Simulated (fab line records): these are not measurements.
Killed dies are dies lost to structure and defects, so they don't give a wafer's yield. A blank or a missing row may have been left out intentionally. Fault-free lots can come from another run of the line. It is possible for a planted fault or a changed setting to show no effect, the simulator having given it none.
Matching of chambers | flow nand-harc | rie-si-01 running NHARC_A_ZERO_WELL_ETCH_13: 4 sister chambers
The step etches the open film in HBr/Cl2, target depth 120 nm, time 40.1 s. 14 wafers are shown with their chamber, then 7 later ones without.

== EACH WAFER AND ITS CHAMBER ==
wafer  | chamber | drypump-motor-current-A (A) | oes-product-au (a.u.) | he-backside-leak-sccm (sccm)
L646.1 | 1       | 5.5                         | 0.998                 | 2.82
L646.2 | 0       | 6.0                         | 1.011                 | 2.28
L646.5 | 1       | 5.4                         | 1.003                 | 2.74
L650.2 | 2       | 5.8                         | 0.993                 | 2.84
L650.4 | 3       | 5.4                         | 0.992                 | 2.52
L650.5 | 2       | 5.8                         | 0.988                 | 2.67
L657.1 | 1       | 5.5                         | 0.999                 | 2.91
L657.3 | 0       | 6.0                         | 1.012                 | 2.37
L657.5 | 1       | 5.5                         | 0.997                 | 2.79
L658.1 | 0       | 6.0                         | 1.010                 | 2.40
L658.4 | 3       | 5.4                         | 0.980                 | 2.64
L658.5 | 1       | 5.5                         | 0.998                 | 2.61
L661.3 | 0       | 6.0                         | 1.004                 | 2.40
L661.5 | 1       | 5.5                         | 1.000                 | 2.85

SIGNATURES, as means of the wafers listed above
reading                 | chamber 0 | chamber 1 | chamber 2 | chamber 3 | scatter within a chamber
drypump-motor-current-A | 6.000     | 5.483     | 5.800     | 5.400     | 0.0289
oes-product-au          | 1.00925   | 0.99917   | 0.99050   | 0.98600   | 0.00382
he-backside-leak-sccm   | 2.3625    | 2.7867    | 2.7550    | 2.5800    | 0.0922
Rule: a wafer lies at a distance from a chamber equal to the root of the sum of squares, over the readings, of (its reading less the chamber's mean, divided by the reading's scatter). If the next closest chamber is less than 2 further off than the closest, the wafer can't be placed; otherwise it belongs to the closest. The scatter: the root of (the sum of the squares of (reading less its chamber's mean) over the shown wafers, divided by (wafers less chambers)).

== WAFERS MISSING THEIR CHAMBER ==
wafer  | drypump-motor-current-A (A) | oes-product-au (a.u.) | he-backside-leak-sccm (sccm)
L661.6 | 6.0                         | 1.005                 | 2.41
L665.2 | 5.8                         | 0.989                 | 2.57
L665.4 | 5.5                         | 0.996                 | 2.86
L665.6 | 6.0                         | 1.003                 | 2.31
L667.1 | 5.4                         | 0.999                 | 2.59
L667.3 | 6.0                         | 1.006                 | 2.33
L667.4 | 5.5                         | 1.001                 | 2.82

== CHAMBER TAKEN BY EACH ==
wafer  | from the rows above     | in truth
L661.6 | 0                       | 0
L665.2 | 2                       | 2
L665.4 | 1                       | 1
L665.6 | 0                       | 0
L667.1 | can't be placed: 3 or 1 | 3
L667.3 | 0                       | 0
L667.4 | 1                       | 1
Correct placement for 6 of the 7. Cannot be placed on the basis of these rows: 1; the candidates contain the true chamber in 1. 0 placed wrongly.
